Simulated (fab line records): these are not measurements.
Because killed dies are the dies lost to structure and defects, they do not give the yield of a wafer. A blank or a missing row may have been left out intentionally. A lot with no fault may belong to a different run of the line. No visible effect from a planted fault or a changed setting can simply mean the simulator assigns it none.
Chamber matching    flow n5_finfet    N5_BEOL_M5_ETCH_67 on rie_diel-02 has 4 sister chambers
The step etches SiARC in CF4, target depth 15.6 nm, time 26 s. 4 wafers are shown with their chamber, then 9 later ones without.

== WAFERS, EACH WITH ITS CHAMBER ==
wafer   chamber  showerhead_plenum_p_Torr (Torr)
L086.2  3        2.12
L086.6  1        2.06
L087.3  2        2.21
L087.5  0        2.11

== WAFERS WITH NO CHAMBER GIVEN ==
wafer   showerhead_plenum_p_Torr (Torr)
L091.3  2.10
L091.4  2.10
L091.6  2.06
L093.4  2.06
L093.5  2.10
L093.6  2.21
L097.1  2.10
L097.3  2.06
L097.5  2.20

== WHICH CHAMBER EACH ONE RAN IN ==
wafer   from the rows above      in truth
L091.3  can't be placed: 0 or 3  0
L091.4  can't be placed: 0 or 3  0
L091.6  1                        1
L093.4  1                        1
L093.5  can't be placed: 0 or 3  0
L093.6  2                        2
L097.1  can't be placed: 0 or 3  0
L097.3  1                        1
L097.5  2                        2
Correct placement for 5 of the 9. Can't be placed from these rows: 4 (the true chamber is among the candidates in 4). Placed wrongly: 0.
How it was worked out, from the rows above alone: a wafer's distance from a chamber is the root of the sum, over the readings, of the square of ((its reading less the chamber's mean) divided by the reading's scatter). The wafer belongs to the nearest chamber; if the next one is less than 2 further off, it can't be placed. Each chamber's mean is taken over the wafers shown for it. The scatter: with one shown wafer a chamber, the root of the mean of the squares of how far each hidden wafer lies from its nearest shown one.
